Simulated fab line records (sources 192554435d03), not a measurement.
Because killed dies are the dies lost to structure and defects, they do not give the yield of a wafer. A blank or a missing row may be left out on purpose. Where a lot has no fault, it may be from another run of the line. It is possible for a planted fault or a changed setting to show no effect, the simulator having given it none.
What tool caused it? -- flow n5Finfet -- 10 lots with 29 wafers sampled at 5 steps, on a route of 1938 steps

== WHAT EACH GAUGE READ, for each wafer ==
N5_BEOL_M4_RC_MEAS_101. Usual: DIBL_N 36.1 mV/V, standard deviation 2.3; DIBL_P 36 mV/V, standard deviation 3.2; IOFF_N 0.16 nA/um, standard deviation 0.045; IOFF_P 0.21 nA/um, standard deviation 0.049; ION_N 674 uA/um, standard deviation 14; ION_P 462 uA/um, standard deviation 8.4; SS_N 71.6 mV/dec, standard deviation 0.83; SS_P 73.2 mV/dec, standard deviation 0.87; VT_N 249 mV, standard deviation 3.8; VT_P -250 mV, standard deviation 3.4.
lot,measured,on,DIBL_N (mV/V),DIBL_P (mV/V),IOFF_N (nA/um),IOFF_P (nA/um),ION_N (uA/um),ION_P (uA/um),SS_N (mV/dec),SS_P (mV/dec),VT_N (mV),VT_P (mV),flag
L751,day 10 20:59,prober-02,35.1 39.1 37.9,34 39 37,0.13 0.20 0.18,0.21 0.28 0.25,659 675 673,461 466 465,70.7 72.3 71.7,72.9 73.6 73.7,250 248 248,-249 -246 -245,
L752,day 12 07:51,prober-01,33.3 34.5,35 36,0.12 0.13,0.19 0.23,655 664,460 464,70.6 70.5,73.0 72.7,254 249,-250 -244,
L754,day 11 20:04,prober-01,39.1 38.2 36.7,42 40 39,0.22 0.20 0.19,0.29 0.26 0.26,686 679 695,468 465 481,72.3 72.0 71.3,74.4 73.7 73.7,246 248 244,-246 -246 -246,
L753,day 12 02:29,prober-01,36.3 33.2 36.7,33 30 35,0.14 0.10 0.14,0.18 0.15 0.21,650 672 682,449 459 470,71.9 71.6 72.0,72.9 72.3 73.0,254 255 253,-250 -253 -250,
L757,day 12 13:42,prober-02,35.9 31.9 35.3,36 31 34,0.16 0.10 0.16,0.18 0.13 0.17,671 663 670,449 451 453,71.5 69.7 70.8,74.0 72.0 72.7,248 252 246,-250 -256 -255,
L763,day 13 09:17,prober-02,34.9 35.4 34.2,35 33 33,0.13 0.13 0.11,0.20 0.17 0.15,682 662 648,472 458 444,71.0 71.3 70.2,73.2 72.0 72.0,253 251 257,-250 -255 -256,
L764,day 15 08:49,prober-02,37.5 32.3 33.1,37 30 31,0.18 0.11 0.11,0.23 0.14 0.15,666 656 658,457 448 453,72.6 70.9 71.1,73.9 71.3 72.1,248 255 252,-250 -256 -254,
L769,day 15 19:40,prober-02,36.0 34.3 38.8,35 33 39,0.16 0.15 0.24,0.22 0.20 0.29,669 670 688,460 459 464,71.3 71.2 72.0,72.8 72.3 73.4,248 248 243,-247 -248 -247,
L773,day 16 04:26,prober-02,39.9 36.0 35.4,39 34 33,0.22 0.14 0.13,0.24 0.17 0.17,707 661 670,474 450 460,72.3 70.8 70.4,74.2 73.0 72.0,244 250 251,-250 -252 -248,
L774,day 17 10:15,prober-01,37.5 40.1 37.4,39 42 38,0.20 0.24 0.19,0.25 0.29 0.24,683 679 681,463 461 466,72.7 72.7 72.0,73.3 74.2 73.7,246 246 247,-248 -248 -247,

== WHAT TOOL EACH LOT RAN ON (gives the tool, then ch and the chambers of the sampled wafers, and finally the start) ==
lot,N5_BEOL_M1_SPUTTER_94,N5_BEOL_M1_ANNEAL_95,N5_BEOL_M2_HM_DEP_02,N5_BEOL_M2_COAT_62
L751,"pvdSputter-03, day 8 06:33","pvdSputter-03, day 8 06:38","pvdSputter-02, day 8 08:04","lithoTrack-04 ch 0, day 8 08:11"
L752,"pvdSputter-01, day 8 06:46","pvdSputter-01, day 8 06:50","pvdSputter-01, day 8 08:59","lithoTrack-04 ch 0, day 8 09:07"
L754,"pvdSputter-02, day 8 09:42","pvdSputter-02, day 8 09:47","pvdSputter-02, day 8 11:50","lithoTrack-04 ch 0, day 8 11:58"
L753,"pvdSputter-03, day 8 10:28","pvdSputter-03, day 8 10:33","pvdSputter-02, day 8 12:23","lithoTrack-04 ch 0, day 8 12:31"
L757,"pvdSputter-02, day 9 08:13","pvdSputter-02, day 9 08:18","pvdSputter-02, day 9 12:04","lithoTrack-02 ch 0, day 9 12:11"
L763,"pvdSputter-02, day 9 15:12","pvdSputter-02, day 9 15:17","pvdSputter-03, day 9 17:50","lithoTrack-04 ch 0, day 9 17:58"
L764,"pvdSputter-01, day 10 14:04","pvdSputter-01, day 10 14:09","pvdSputter-02, day 10 15:40","lithoTrack-04 ch 0, day 10 15:47"
L769,"pvdSputter-01, day 11 14:44","pvdSputter-01, day 11 14:49","pvdSputter-03, day 11 19:16","lithoTrack-02 ch 0, day 11 19:23"
L773,"pvdSputter-02, day 11 22:36","pvdSputter-02, day 11 22:41","pvdSputter-01, day 12 01:58","lithoTrack-02 ch 0, day 12 02:05"
L774,"pvdSputter-03, day 12 10:22","pvdSputter-03, day 12 10:26","pvdSputter-01, day 12 12:31","lithoTrack-05 ch 0, day 12 12:38"
- N5_BEOL_M1_SPUTTER_94: material Cu, target thk 4.5 nm, time 8.29 s.
- N5_BEOL_M1_ANNEAL_95: time 240 s.
- N5_BEOL_M2_HM_DEP_02: deposits TiN, target thk 20 nm.
- N5_BEOL_M2_COAT_62: time 60 s, resist thk 12 nm.

== AS READ BY THE TOOLS THEMSELVES (means over the sampled wafers that have a number; for cases with no such wafer, the mark the record gives instead) ==
N5_BEOL_M1_SPUTTER_94. Usual: chamberPressurePa 0.07 Pa, standard deviation 0.00015; chuckSensorTempC -16.1 C, standard deviation 0.49; throttleValvePct 30.0 %, standard deviation 0.73.
lot,tool,chamberPressurePa (Pa),chuckSensorTempC (C),throttleValvePct (%),flag
L751,pvdSputter-03,0.07,-16.3,30.0,
L752,pvdSputter-01,0.07,-16.2,30.0,
L754,pvdSputter-02,0.07,-15.8,29.9,
L753,pvdSputter-03,0.07,-16.7,30.7,
L757,pvdSputter-02,0.07,-15.9,30.0,
L763,pvdSputter-02,0.07,-16.0,29.8,
L764,pvdSputter-01,0.07,-16.0,29.7,
L769,pvdSputter-01,0.07,-16.0,29.6,
L773,pvdSputter-02,0.07,-16.1,30.0,
L774,pvdSputter-03,0.07,-16.5,29.2,

N5_BEOL_M1_ANNEAL_95. Usual: 782 W for heaterPowerW, sd 70.
lot,tool,heaterPowerW (W),flag
L751,pvdSputter-03,767,
L752,pvdSputter-01,759,
L754,pvdSputter-02,746,
L753,pvdSputter-03,792,
L757,pvdSputter-02,783,
L763,pvdSputter-02,752,
L764,pvdSputter-01,878,
L769,pvdSputter-01,842,
L773,pvdSputter-02,758,
L774,pvdSputter-03,733,

N5_BEOL_M2_HM_DEP_02. Usual: chamberPressurePa 0.5000 Pa, standard deviation 0.00093; throttleValvePct 29.9 %, standard deviation 0.64.
lot,tool,chamberPressurePa (Pa),throttleValvePct (%),flag
L751,pvdSputter-02,0.4995,29.9,
L752,pvdSputter-01,0.5003,29.7,
L754,pvdSputter-02,0.4992,30.1,
L753,pvdSputter-02,0.5006,29.6,
L757,pvdSputter-02,0.5003,29.8,
L763,pvdSputter-03,0.5002,29.7,
L764,pvdSputter-02,0.4994,29.9,
L769,pvdSputter-03,0.4998,29.4,
L773,pvdSputter-01,0.4989,30.4,
L774,pvdSputter-01,0.5004,30.6,

N5_BEOL_M2_COAT_62. Usual: dispensePressureKPa 50.0 kPa, standard deviation 2.7; heaterPowerTotalW 427.2 W, standard deviation 2.1; resistLineTempC 22.99 C, standard deviation 0.11; spinSpeedRpm 1499.9 rpm, standard deviation 0.97.
lot,tool,dispensePressureKPa (kPa),heaterPowerTotalW (W),resistLineTempC (C),spinSpeedRpm (rpm),flag
L751,lithoTrack-04,52.8,426.1,22.98,1499.3,
L752,lithoTrack-04,52.8,426.9,22.92,1499.0,
L754,lithoTrack-04,52.7,427.0,22.83,1499.6,
L753,lithoTrack-04,52.7,428.1,23.15,1500.6,
L757,lithoTrack-02,46.9,426.0,23.11,1500.5,
L763,lithoTrack-04,52.8,427.2,22.96,1546.1,OFF
L764,lithoTrack-04,52.8,427.3,22.91,1546.0,OFF
L769,lithoTrack-02,46.9,426.6,23.07,1500.5,
L773,lithoTrack-02,46.9,428.0,22.96,1499.3,
L774,lithoTrack-05,47.7,428.8,23.05,1500.3,

== THE ANSWER, worked out from the rows above alone ==
Rule: take the mean of a lot's wafers that have a number; if it is more than 3 standard deviations from the usual mean, the lot is off. A lot without any number at a reading at which 4 lots or more have one is off too. All remaining lots with rows at the step are treated as sound. Order of review: gauges by route order, followed by the tools' own readings, for which a lot's mean as printed above is used. At the first step where some lot is off, the reading lying furthest off is the one used; lots without a number count as furthest.
Off: L763, L764 (N5_BEOL_M2_COAT_62, spinSpeedRpm).
A tool fits if, at that step or a process step before it, it ran every lot that is off, and no sound lot after the first of them. One fits: lithoTrack-04 at N5_BEOL_M2_COAT_62. A fault onset in the window from L753 (day 8 12:31, its last sound lot) to L763 (day 9 17:58, its first lot off) fits.
The tool's own readings at N5_BEOL_M2_COAT_62 bear it out: on the lots that are off they differ by more than 5 times the standard deviation of the sound lots' means. spinSpeedRpm reads 1546.0 rpm there against 1499.9 rpm on the sound lots.

== WHAT HAD BEEN PUT IN BY THE SIMULATOR ==
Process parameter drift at N5_BEOL_M2_COAT_62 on lithoTrack-04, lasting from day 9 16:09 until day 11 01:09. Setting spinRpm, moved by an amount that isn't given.
Struck lots among those shown: L763, L764. The rule above reached the same finding.
